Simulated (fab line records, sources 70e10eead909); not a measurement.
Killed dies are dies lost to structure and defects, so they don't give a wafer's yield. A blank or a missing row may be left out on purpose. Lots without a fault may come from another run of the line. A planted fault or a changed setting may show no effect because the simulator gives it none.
fab line records | flow nand_harc
record lots=15 wafers=45 last_day=24
route steps=1159 shown A_CONTACT@911
lots that met no fault: from a run of the same line without faults
start_h: hours from the record's first day to the start of the lot's first wafer shown | wait_h: hours since the lot's step before | " the same as in the row above | L1.1+2: a row that stands for several wafers | - no value, or no start given | * or withheld: withheld | < > ~ a bound
route shown NAME@n: a module of which the file shows steps, and the number in the route of the first | usual: mean/standard deviation of fault-free wafers | same: alike in all rows | chamber/n: place in a boat | sites: the reading at each site | _std_site: their standard deviation | _edge_site: outer sites' mean less inner sites' | radius_mm: how far each site lies from the wafer's centre | mask NAME#n: copy n | behind: the tool/chamber that last shaped the wafer | hold: why the lot was held/for how many hours/how that ended | device: the transistor (n, p or np) that didn't switch | end of line: the same wafers' tests at the end of the route | a step without rows: its recipe alone | killed: dies lost to structure and defects at the first sort, not the wafer's yield | map: a wafer's dies, x killed, . not, _ none there
set.NAME: the setting as run; set.NAME@STEP: as run at that earlier step | model.NAME: the simulator's own value behind a step, which no gauge read
steps of the route over a sample of lots; a table a step, a row a wafer
services: from which hour (start_h, from the record's first day; less than 0 if before it) a tool's chamber was out of use, for how many hours, and why
## steps
# step NHARC_A_CONTACT_ETCH_131
# recipe source_w=withheld pressure_mtorr=20 bias_v=1200 time_s=155 target_depth_a=9560 ar_flow_sccm=withheld c4f8_flow_sccm=withheld o2_flow_sccm=withheld chemistry=C4F8/O2/Ar
# same time_s=155
# columns lot.wafer tool chamber start_h wait_h rf_hours_counter_h
L724.1 har_cap_etch-02 0 389.77 0.1 13
L724.4 " 1 " " -
L724.5 " 1 " " -
L721.4 har_cap_etch-03 1 391.08 0.1 -
L721.3 " 0 " " -
L721.5 " 0 " " -
L722.2 har_cap_etch-01 0 395.99 0.1 61
L722.3 " 0 " " -
L722.4 " 1 " " -
L725.3 har_cap_etch-03 0 407.09 0.1 -
L725.5 " 0 " " -
L725.6 " 1 " " -
L726.4 har_cap_etch-02 1 418.22 0.1 -
L726.3 " 0 " " -
L726.6 " 1 " " -
L723.2 har_cap_etch-01 1 419.77 0.1 65
L723.4 " 1 " " -
L723.5 " 0 " " -
L727.2 har_cap_etch-01 0 432.98 0.1 67
L727.3 " 1 " " -
L727.6 " 1 " " -
L729.2 har_cap_etch-03 0 459.80 0.2 95
L729.1 " 1 " " 95
L729.5 " 0 " " -
L733.2 har_cap_etch-02 1 473.33 0.1 27
L733.3 " 0 " " -
L733.6 " 0 " " -
L735.2 har_cap_etch-03 0 478.07 0.1 100
L735.3 " 1 " " -
L735.6 " 1 " " -
L736.3 har_cap_etch-03 0 484.77 0.1 -
L736.4 " 1 " " -
L736.6 " 1 " " -
L738.2 har_cap_etch-01 0 493.26 0.1 77
L738.3 " 0 " " -
L738.5 " 0 " " -
L741.1 har_cap_etch-03 0 514.52 0.1 106
L741.4 " 1 " " -
L741.6 " 0 " " -
L740.1 har_cap_etch-02 1 515.24 0.1 35
L740.4 " 0 " " -
L740.6 " 1 " " -
L742.1 har_cap_etch-02 1 520.81 0.1 36
L742.4 " 1 " " -
L742.6 " 0 " " -
# step NHARC_A_CONTACT_DEVELOP_07
# recipe develop_time_s=35 dev_temp_c=23
# usual chill_plate_temp_C=22.96/0.11 develop_time_s=35/0 resist_line_temp_C=22.99/0.12
# columns lot.wafer tool chamber start_h wait_h chill_plate_temp_C develop_time_s resist_line_temp_C
L724.1 litho_track-06 0 394 - 22.98 35 23.04
L724.4 " 0 " " 22.94 35 23.05
L724.5 " 0 " " 22.92 35 23.02
L721.3 litho_track-04 0 395 - 22.89 35 22.97
L721.4 " 0 " " 23.04 35 22.87
L721.5 " 0 " " 22.97 35 22.90
L722.2 litho_track-04 0 400 - 23.06 35 23.06
L722.3 " 0 " " 22.91 35 23.01
L722.4 " 0 " " 23.11 35 22.99
L725.3 litho_track-06 0 414 - 22.99 35 23.08
L725.5 " 0 " " 23.05 35 22.96
L725.6 " 0 " " 22.92 35 22.79
L726.3 litho_track-04 0 422 - 22.82 35 22.82
L726.4 " 0 " " 22.83 35 22.94
L726.6 " 0 " " 22.74 35 22.91
L723.2 litho_track-06 0 423 - 22.90 35 23.14
L723.4 " 0 " " 22.99 35 22.91
L723.5 " 0 " " 22.95 35 23.02
L727.2 litho_track-04 0 436 - 22.88 35 22.89
L727.3 " 0 " " 22.86 35 22.91
L727.6 " 0 " " 22.78 35 23.07
L729.1 litho_track-01 0 465 - 23.12 35 22.63
L729.2 " 0 " " 23.12 35 22.65
L729.5 " 0 " " 23.06 35 22.77
L733.2 litho_track-01 0 477 - 22.87 35 22.93
L733.3 " 0 " " 22.98 35 23.14
L733.6 " 0 " " 23.07 35 23.07
L735.2 litho_track-04 - 484 - - - -
L735.3 " - " " - - -
L735.6 " - " " - - -
L736.3 litho_track-04 - 488 - - - -
L736.4 " - " " - - -
L736.6 " - " " - - -
L738.2 litho_track-01 - 497 - - - -
L738.3 " - " " - - -
L738.5 " - " " - - -
L741.1 litho_track-04 0 521 - 22.94 35 22.99
L741.4 " 0 " " 22.99 35 23.07
L741.6 " 0 " " 22.79 35 23.05
L740.1 litho_track-01 0 522 - 23.08 35 22.96
L740.4 " 0 " " 22.98 35 23.00
L740.6 " 0 " " 22.96 35 22.86
L742.1 litho_track-04 0 525 - 22.84 35 22.88
L742.4 " 0 " " 22.83 35 22.89
L742.6 " 0 " " 22.86 35 23.16
# step NHARC_A_CONTACT_ETCH_30
# recipe target_depth_a=605 time_s=30.2 cf4_flow_sccm=100 chf3_flow_sccm=30 ar_flow_sccm=0 rf_w=500 bias_w=200 chemistry=CF4/CHF3
# usual cf4_flow_sccm=100.0/0.31 drypump_motor_current_A=5.7/0.49 oes_product_au=0.927/0.013 rf_vpp_V=370.9/2.4 showerhead_plenum_p_Torr=1.58/0.068 throttle_valve_pct=16.804/0.009
# same time_s=30.2
# columns lot.wafer tool chamber start_h wait_h cf4_flow_sccm drypump_motor_current_A oes_product_au rf_hours_counter_h rf_vpp_V showerhead_plenum_p_Torr throttle_valve_pct
L724.1 rie_diel-01 1 - - 100.0 5.6 0.926 27 371.2 1.57 16.798
L724.4 " 2 " " 99.6 5.5 0.907 26 371.4 1.55 16.810
L724.5 " 3 " " 100.0 5.0 0.918 - 372.6 1.60 16.806
L721.4 rie_diel-01 3 - - 99.9 5.0 0.922 29 370.3 1.60 16.795
L721.3 " 0 " " 100.3 6.0 0.909 28 373.6 1.68 16.795
L721.5 " 1 " " 99.8 5.6 0.935 - 370.2 1.57 16.821
L722.3 rie_diel-07 2 - - 99.9 5.5 0.923 34 368.9 1.52 16.804
L722.2 " 0 " " 100.4 5.7 0.917 32 367.9 1.49 16.813
L722.4 " 1 " " 100.5 5.4 0.925 31 374.6 1.66 16.796
L725.3 rie_diel-08 0 - - 100.0 5.5 0.920 44 372.0 1.59 16.800
L725.5 " 2 " " 100.3 5.6 0.921 - 374.6 1.69 16.805
L725.6 " 3 " " 99.8 6.0 0.931 - 371.7 1.61 16.797
L726.3 rie_diel-07 2 - - 100.0 5.5 0.933 2 368.7 1.52 16.794
L726.4 " 3 " " 100.4 6.8 0.931 2 372.4 1.64 16.803
L726.6 " 2 " " 99.5 5.5 0.934 - 369.7 1.52 16.803
L723.4 rie_diel-01 2 - - 100.3 5.5 0.913 35 369.1 1.55 16.815
L723.2 " 3 " " 100.3 5.1 0.917 37 372.7 1.60 16.803
L723.5 " 2 " " 100.2 5.5 0.919 - 369.6 1.55 16.796
L727.2 rie_diel-07 3 - - 100.3 6.8 0.929 4 371.4 1.64 16.810
L727.3 " 0 " " 100.4 5.7 0.928 3 368.5 1.49 16.785
L727.6 " 2 " " 100.6 5.5 0.929 - 368.7 1.52 16.799
L729.1 rie_diel-07 3 - - 99.9 6.7 0.946 10 372.6 1.64 16.781
L729.2 " 1 " " 100.1 5.3 0.918 8 372.9 1.66 16.792
L729.5 " 0 " " 99.9 5.7 0.946 - 367.3 1.48 16.801
L733.3 rie_diel-07 2 - - 99.6 5.5 0.945 11 368.3 1.52 16.801
L733.2 " 1 " " 100.8 5.4 0.919 10 373.6 1.66 16.806
L733.6 " 3 " " 99.8 6.8 0.936 - 372.7 1.64 16.807
L735.3 rie_diel-07 3 - - 100.2 6.8 0.962 15 372.8 1.64 16.804
L735.2 " 0 " " 100.0 5.7 0.964 14 368.4 1.48 16.801
L735.6 " 3 " " 99.8 6.8 0.960 - 373.0 1.64 16.795
L736.4 rie_diel-07 2 - - 100.0 5.5 0.930 14 368.3 1.52 16.802
L736.3 " 3 " " 99.8 6.8 0.934 16 371.8 1.64 16.799
L736.6 " 2 " " 99.9 5.5 0.931 - 368.9 1.52 16.816
L738.3 rie_diel-07 2 - - 99.8 5.5 0.934 15 366.6 1.52 16.791
L738.2 " 3 " " 99.8 6.8 0.923 17 372.7 1.64 16.798
L738.5 " 2 " " 99.6 5.5 0.931 - 367.7 1.52 16.813
L741.1 rie_diel-07 2 - - 100.2 5.5 0.932 22 368.3 1.52 16.826
L741.4 " 1 " " 100.7 5.4 0.913 21 374.2 1.65 16.802
L741.6 " 3 " " 100.0 6.8 0.941 - 372.1 1.64 16.803
L740.1 rie_diel-08 2 - - 100.1 5.6 0.929 17 375.2 1.68 16.806
L740.4 " 1 " " 100.1 5.2 0.932 15 367.9 1.52 16.813
L740.6 " 2 " " 100.4 5.6 0.921 - 374.4 1.68 16.802
L742.1 rie_diel-07 0 - - 99.9 5.7 0.930 23 367.2 1.48 16.811
L742.4 " 1 " " 100.3 5.4 0.930 21 372.7 1.65 16.818
L742.6 " 0 " " 99.7 5.7 0.919 - 368.4 1.48 16.803
# step NHARC_A_CONTACT_ETCH_134
# recipe source_w=withheld pressure_mtorr=20 bias_v=withheld time_s=140 target_depth_a=7000 ar_flow_sccm=withheld c4f8_flow_sccm=withheld o2_flow_sccm=withheld chemistry=C4F8/O2/Ar
# same time_s=140
# columns lot.wafer tool chamber start_h wait_h rf_hours_counter_h
L724.1 har_cap_etch-02 1 395.75 - 14
L724.4 " 1 " " -
L724.5 " 1 " " -
L721.4 har_cap_etch-03 0 397.24 - -
L721.3 " 1 " " -
L721.5 " 1 " " -
L722.2 har_cap_etch-01 0 401.46 - 62
L722.4 " 0 " " -
L722.3 " 1 " " -
L725.3 har_cap_etch-03 1 416.15 - -
L725.6 " 0 " " -
L725.5 " 1 " " -
L726.3 har_cap_etch-03 0 424.29 - -
L726.4 " 1 " " -
L726.6 " 1 " " -
L723.2 har_cap_etch-01 1 424.98 - 65
L723.4 " 0 " " -
L723.5 " 0 " " -
L727.2 har_cap_etch-03 1 438.17 - 91
L727.3 " 0 " " -
L727.6 " 1 " " -
L729.1 har_cap_etch-01 0 466.39 - 72
L729.2 " 1 " " 72
L729.5 " 1 " " -
L733.2 har_cap_etch-01 1 478.36 - 75
L733.3 " 0 " " -
L733.6 " 1 " " -
L735.2 har_cap_etch-03 0 485.64 - 102
L735.3 " 0 " " -
L735.6 " 1 " " -
L736.4 har_cap_etch-02 0 489.89 - -
L736.3 " 1 " " -
L736.6 " 1 " " -
L738.2 har_cap_etch-03 0 498.63 - 103
L738.3 " 1 " " -
L738.5 " 0 " " -
L741.1 har_cap_etch-02 1 523.10 - 36
L741.4 " 0 " " -
L741.6 " 0 " " -
L740.1 har_cap_etch-03 0 523.38 - 108
L740.4 " 0 " " -
L740.6 " 1 " " -
L742.1 har_cap_etch-01 1 526.48 - 83
L742.4 " 0 " " -
L742.6 " 0 " " -
## services
# columns tool chamber start_h hours kind
rie_diel-07 3 381.67 14.3 repair
rie_diel-07 0 384.37 - clean
rie_diel-07 1 384.37 - clean
rie_diel-07 2 384.37 - clean
rie_diel-07 - 405.20 9.0 pm
rie_diel-07 0 405.20 9.0 vent_cycle
rie_diel-07 1 405.20 9.0 vent_cycle
rie_diel-07 2 405.20 9.0 vent_cycle
rie_diel-07 3 405.20 9.0 vent_cycle
rie_diel-07 0 414.20 - clean
rie_diel-07 1 414.20 - clean
rie_diel-07 2 414.20 - clean
rie_diel-07 3 414.20 - clean
rie_diel-07 0 438.89 - clean
rie_diel-07 1 438.89 - clean
rie_diel-07 2 438.89 - clean
rie_diel-07 3 438.89 - clean
litho_track-01 - 443.00 7.0 pm
litho_track-06 - 467.00 7.0 pm
rie_diel-08 - 478.86 9.0 pm
litho_track-04 - 491.00 7.0 pm
rie_diel-01 - 492.38 9.0 pm
rie_diel-08 - 507.67 1.1 repair
rie_diel-08 1 509.02 4.3 repair
## key
first_sign step=NHARC_A_CONTACT_DEVELOP_07 reading=tool_record direction=missing
effect none on later readings
met_at NHARC_A_CONTACT_DEVELOP_07
struck_lots L735,L736,L738
later_rows_left_out L735.2,L735.3,L735.6,L736.3,L736.4,L736.6,L738.2,L738.3,L738.5
sort_left_out L735.2,L735.3,L735.6,L736.3,L736.4,L736.6,L738.2,L738.3,L738.5
tester_left_out L735,L736,L738
not_acting_at NHARC_A_CONTACT_ETCH_131,NHARC_A_CONTACT_ETCH_30,NHARC_A_CONTACT_ETCH_134
onset_between 477 484
fault kind=skipped_step_whole tool=litho_track-01,litho_track-04 chamber=- onset_h=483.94 steps=NHARC_A_CONTACT_DEVELOP_07 scope=struck_lots_only
# tester_left_out: of these lots the tester's yield and bins aren't shown, on N5 and GAA mostly nor the transistor test; their killed dies are dies lost to structure and defects alone, not to doping, threshold or leakage, so they don't give the yield
# sort_left_out: the simulated sort isn't trusted on such a fault, so these wafers' sort isn't shown, and their yield isn't known
# later_rows_left_out: the simulator's readings of these wafers behind a module that went badly wrong aren't trusted and aren't shown, but for the sort
